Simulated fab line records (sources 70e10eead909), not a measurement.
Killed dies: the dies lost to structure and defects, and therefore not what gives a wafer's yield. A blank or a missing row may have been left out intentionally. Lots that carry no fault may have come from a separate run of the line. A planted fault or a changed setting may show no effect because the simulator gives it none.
A lot that was struck, set against a sound lot | flow nand harc | 36 steps out of a route of 1302
Sound: wafers L242.1, L242.3, L242.5. Struck: wafer L254.2. (L254.1 of the same lot was not struck and is left out.) The cause comes at the end.
For every step that has rows: the tool of each side, followed by ch and its chambers, followed by its first start. Under that, the readings that differ: sound wafers | struck wafers | difference of the means | sigmas: that difference in standard deviations of wafers without a fault.
alike: readings whose means differ by less than 2 such deviations, and words and numbers that are the same on both sides. not compared: withheld readings, readings that some wafer has no value for, bounds like >300 that may hide the same value, and numbers for which the record gives no deviation and whose values overlap.
Wherever a step has rows on one side only, a row that says differs or no value, or a row with sigmas, the two part there. Numbers that have no deviation but don't overlap get no sigmas and don't part them. Lack of a reading on every wafer of one side parts them only where that side has two or more wafers.

first, 2 steps without rows for these wafers: NHARC_A_SLIT_PRECLEAN_19 (cleans in SC1); NHARC_A_SLIT_SRD_20.
NHARC_A_SLIT_CD_MEAS_21:
  sound on cd sem-02 at day 22 16:19; struck on cd sem-03 at day 27 11:14
  alike: cd nm
then, 3 steps without rows for these wafers: NHARC_A_SIN_REMOVE_WET_00 (chemistry H3PO4, time 15300 s); NHARC_A_SIN_REMOVE_PRECLEAN_01 (cleans in SC1); NHARC_A_SIN_REMOVE_SRD_02.
NHARC_A_SIN_REMOVE_INSPECT_04:
  sound on defect inspect-01 at day 22 22:53; struck on defect inspect-01 at day 27 17:50
  alike: raw defect count
NHARC_A_WL_FILL_ALD_00: deposits Al2O3, target thk 3 nm, pulse time 3 s, ald cycles 30.
  sound on ald hk-03 ch 0,2, day 22 22:59; struck on ald hk-02 ch 1, day 27 18:23
  alike: heater power w, precursor pulse height rel
NHARC_A_WL_FILL_RTA_01: time 5 s.
  sound on rtp anneal-01 ch 0, day 22 23:14; struck on rtp anneal-02 ch 0, day 27 18:39
  reading             | sound          | struck | difference | sigmas
  lamp power pct (%)  | 28.3 28.3 28.2 | 27.0   | -1.3       | -2
  lamp_zone_4_pct (%) | 28.2 28.2 28.2 | 27.0   | -1.2       | -2
  alike: wafer_temp_C_max
then, 1 step without rows for these wafers: NHARC_A_WL_FILL_ALD_02 (deposits TiN, target thk 2 nm, pulse time 3 s, ald cycles 100).
NHARC_A_WL_FILL_CVD_03: deposits W, target thk 40 nm, time 279 s.
  sound on cvd w-02 ch 0,1, day 22 23:56; struck on cvd w-01 ch 1, day 27 19:19
  reading                | sound          | struck | difference | sigmas
  throttle valve pct (%) | 7.44 7.83 7.18 | 8.21   | +0.73      | +3
  alike: heater power w
NHARC_A_WL_FILL_ETCHBACK_04: etches the open film in NF3, target depth 60 nm, time 120 s.
  sound on rie metal-01 ch 0,1, day 23 00:16; struck on rie metal-01 ch 1, day 27 19:59
  reading               | sound             | struck | difference | sigmas
  oes product au (a.u.) | 1.004 1.009 1.005 | 0.985  | -0.021     | -2
  alike: chamber pressure mTorr, drypump motor current A
  not compared: rf hours counter h
NHARC_A_WL_FILL_ETCHBACK_05: etches the open film in Cl2/BCl3, target depth 22 nm, time 60 s.
  sound on rie metal-03 ch 0,1, day 23 00:30; struck on rie metal-01 ch 1, day 27 20:14
  alike: chamber pressure mTorr, drypump motor current A, oes product au
  not compared: rf hours counter h
then, 12 steps without rows for these wafers: NHARC_A_WL_FILL_STRIP_27 (strips in N2/H2, time 20 s); NHARC_A_WL_FILL_STRIP_28 (strips in post etch residue remover, time 1200 s); NHARC_A_WL_FILL_PRECLEAN_06 (cleans in DIW, time 300 s); NHARC_A_WL_FILL_SRD_07; NHARC_A_WL_FILL_ANNEAL_08 (time 1800 s); NHARC_A_WL_FILL_ALD_10 (deposits SiO2, target thk 50 nm, pulse time 10 s, ald cycles 500); NHARC_A_WL_FILL_ETCHBACK_16 (etches the open film in C4F8/O2/Ar, target depth 120 nm, time 24 s); NHARC_A_WL_FILL_STRIP_29 (strips in O2, time 20 s); NHARC_A_WL_FILL_ETCHBACK_17 (etches the open film in Cl2/BCl3, target depth 4 nm, time 26.7 s); NHARC_A_WL_FILL_PRECLEAN_18 (cleans in dHF, time 30 s); NHARC_A_WL_FILL_SRD_21; NHARC_A_WL_FILL_CVD_23 (deposits poly-Si, target thk 40 nm, time 800 s).
NHARC_A_WL_FILL_ETCHBACK_26: etches the open film in HBr, target depth 52 nm, time 13.3 s.
  sound on rie si-04 ch 1,2,3, day 23 16:01; struck on rie si-06 ch 0, day 28 11:50
  alike: chamber pressure mTorr, drypump motor current A, oes product au, throttle valve pct
  not compared: rf hours counter h
then, 6 steps without rows for these wafers: NHARC_A_WL_FILL_PRECLEAN_30 (cleans in dHF, time 10 s); NHARC_A_WL_FILL_SRD_14; NHARC_A_WL_FILL_ALD_19 (deposits TiN, target thk 2 nm, pulse time 3 s, ald cycles 100); NHARC_A_WL_FILL_CVD_20 (deposits W, target thk 100 nm, time 74 s); NHARC_A_WL_FILL_CMP_12 (polishes, t overpolish 30 s, target thk 100 nm); NHARC_A_WL_FILL_SRD_31.
NHARC_A_WL_FILL_INSPECT_15:
  sound on defect inspect-02 at day 23 17:11; struck on defect inspect-02 at day 28 13:04
  alike: raw defect count
then, 2 steps without rows for these wafers: NHARC_A_CONTACT_DEP_24 (deposits SiO2, target thk 500 nm); NHARC_A_CONTACT_DEP_28 (deposits aC, target thk 7000 nm).
-- record jumps: 3 days between struck wafers' starts before vs after; left off in module A_CONTACT, resumes in module END, first step shown is number 1302 of the route --
NHARC_END_SORT_01:
  at this point the record logs the struck wafers (prober-02 ch 0, day 31 23:38) and has no rows for the sound ones

WHERE THEY PART
At NHARC_A_WL_FILL_RTA_01 first; at NHARC_END_SORT_01 last (within this record only).

WHY: what had been put in by the simulator
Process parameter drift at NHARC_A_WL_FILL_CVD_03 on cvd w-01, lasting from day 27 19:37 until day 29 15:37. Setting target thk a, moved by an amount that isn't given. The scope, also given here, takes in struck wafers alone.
